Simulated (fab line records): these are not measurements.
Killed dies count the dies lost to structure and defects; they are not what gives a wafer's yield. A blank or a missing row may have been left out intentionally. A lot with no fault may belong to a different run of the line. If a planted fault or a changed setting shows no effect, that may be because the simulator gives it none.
A struck lot beside a sound one -- flow n5 finfet -- 37 steps out of a route of 1938
Sound: the wafers L744.2, L744.4, L744.6. The struck wafers were L732.2, L732.3, L732.6. Last of all comes the cause.
Each step with rows lists, per side, the tool, then ch with its chambers, then its first start. Under that, the readings that differ: sound wafers -- struck wafers -- difference of the means -- sigmas: that difference in standard deviations of wafers without a fault.
alike: a reading whose means differ by less than 2 such deviations, as well as words and numbers matching on both sides. not compared: withheld readings; readings where some wafer has no value; bounds like >300 that might hide an equal value; numbers whose values overlap and for which the record gives no deviation.
The two part at a step that has a row with sigmas, a row that says differs or no value, or rows on one side only. When numbers do not overlap yet have no deviation, they are printed without sigmas and do not part them. Lack of a reading on every wafer of one side parts them only where that side has two or more wafers.

first, 9 steps without rows for these wafers: N5_SDB_PRECLEAN_38 (cleans in dHF, time 10 s); N5_SDB_PRECLEAN_39 (cleans in O3/DIW, time 45 s); N5_SDB_SRD_28 (time 30 s); N5_SDB_ALD_29 (deposits SiNx, target thk 30 nm, pulse time 1 s, ald cycles 600); N5_SDB_CMP_30 (polishes, stops on poly-Si, t overpolish 1.54 s, target thk 30 nm); N5_DUMMY_REMOVAL_HM_STRIP_01 (strips SiNx in CH3F/O2, stops on poly-Si, target depth 4 nm, time 6.8 s); N5_DUMMY_REMOVAL_STRIP_10 (strips in N2/H2, time 40 s); N5_DUMMY_REMOVAL_PRECLEAN_07 (cleans in dHF, time 30 s); N5_DUMMY_REMOVAL_DUMMY_REMOVE_02 (chemistry TMAH, target poly-Si, stops on SiO2, target depth 142 nm, time 57 s, rinse time 30 s).
N5_DUMMY_REMOVAL_PRECLEAN_08: cleans in NF3:NH3, afs cycles 2, time 20 s, sublimation time 60 s.
  sound on remote plasma-01 ch 0, day 9 00:22; struck on remote plasma-02 ch 0, day 6 00:41
  no value came back on the struck wafers for afs cycles, pressure torr (Torr), temp c (C); on the sound wafers afs cycles reads 2 2 2
reading,sound,struck,difference,sigmas
model.SiO2_of_DUMMY_GATE_ALD_02.thk nm (nm),0 0 0,2 2 2,+2,
then, 26 steps without rows for these wafers: N5_DUMMY_REMOVAL_PRECLEAN_04 (cleans in DHF, time 37 s); N5_DUMMY_REMOVAL_SRD_05 (time 30 s); N5_HKMG_FIN_IL_REGROW_00 (material SiO2, chemistry O3, target thk 0.75 nm, time 30 s); N5_HKMG_FIN_HK_ALD_01 (deposits HfO2, target thk 1.6 nm, pulse time 3 s, purge time 3 s); N5_HKMG_FIN_HK_ANNEAL_02 (time 30 s); N5_HKMG_FIN_ALD_74 (deposits La2O3, target thk 0.5 nm, pulse time 6 s, co reactant pulse time 1 s); N5_HKMG_FIN_ALD_75 (deposits Al2O3, target thk 1 nm, co reactant pulse time 1 s); N5_HKMG_FIN_COAT_41 (time 60 s, resist thk 300 nm); N5_HKMG_FIN_COAT_42 (time 60 s, resist thk 35 nm); N5_HKMG_FIN_COAT_43 (resist thk 90 nm); N5_HKMG_FIN_EBR_45; N5_HKMG_FIN_SOFTBAKE_44 (time 60 s); N5_HKMG_FIN_EXPOSE_46 (exposes mask NDIPOLE); N5_HKMG_FIN_PEB_47 (peb time 60 s); N5_HKMG_FIN_DEVELOP_48 (develop time 30 s); N5_HKMG_FIN_DESCUM_53 (chemistry O2, time 7.9 s); N5_HKMG_FIN_ETCH_54 (etches SiARC in CF4, target depth 45.5 nm, time 75.8 s); N5_HKMG_FIN_ETCH_55 (etches SOC in N2/H2, target depth 240 nm, time 300 s); N5_HKMG_FIN_STRIP_56 (strips in N2/H2); N5_HKMG_FIN_STRIP_57 (strips in CF4); N5_HKMG_FIN_ETCH_58 (etches SOC in N2/H2, target depth 215.8 nm, time 741 s); N5_HKMG_FIN_STRIP_93 (strips SOC in N2/H2, time 20 s); N5_HKMG_FIN_WET_ETCH_76 (etches Al2O3 in dNH4OH, stops on La2O3, target depth 2.25 nm, rinse time 30 s); N5_HKMG_FIN_STRIP_60 (strips in N2/H2, time 360 s); N5_HKMG_FIN_WET_ETCH_77 (etches La2O3 in dHCl, stops on HfO2, target depth 2 nm); N5_HKMG_FIN_WET_ETCH_78 (etches Al2O3 in dNH4OH, stops on La2O3, target depth 4.5 nm, rinse time 30 s).
-- a jump in the record: the struck wafers' starts before and after are 8 days apart (it breaks off in module HKMG_FIN and resumes in module PASSIVATION, where the first step shown is number 1936 of the route) --
N5_PASSIVATION_PROBE_49:
  rows exist in the record for the struck wafers here (prober-02, day 14 10:18), but not for the sound ones

WHERE THEY PART
Last at N5_PASSIVATION_PROBE_49 as far as this record goes, first at N5_DUMMY_REMOVAL_PRECLEAN_08.

WHY: what the simulator had put in
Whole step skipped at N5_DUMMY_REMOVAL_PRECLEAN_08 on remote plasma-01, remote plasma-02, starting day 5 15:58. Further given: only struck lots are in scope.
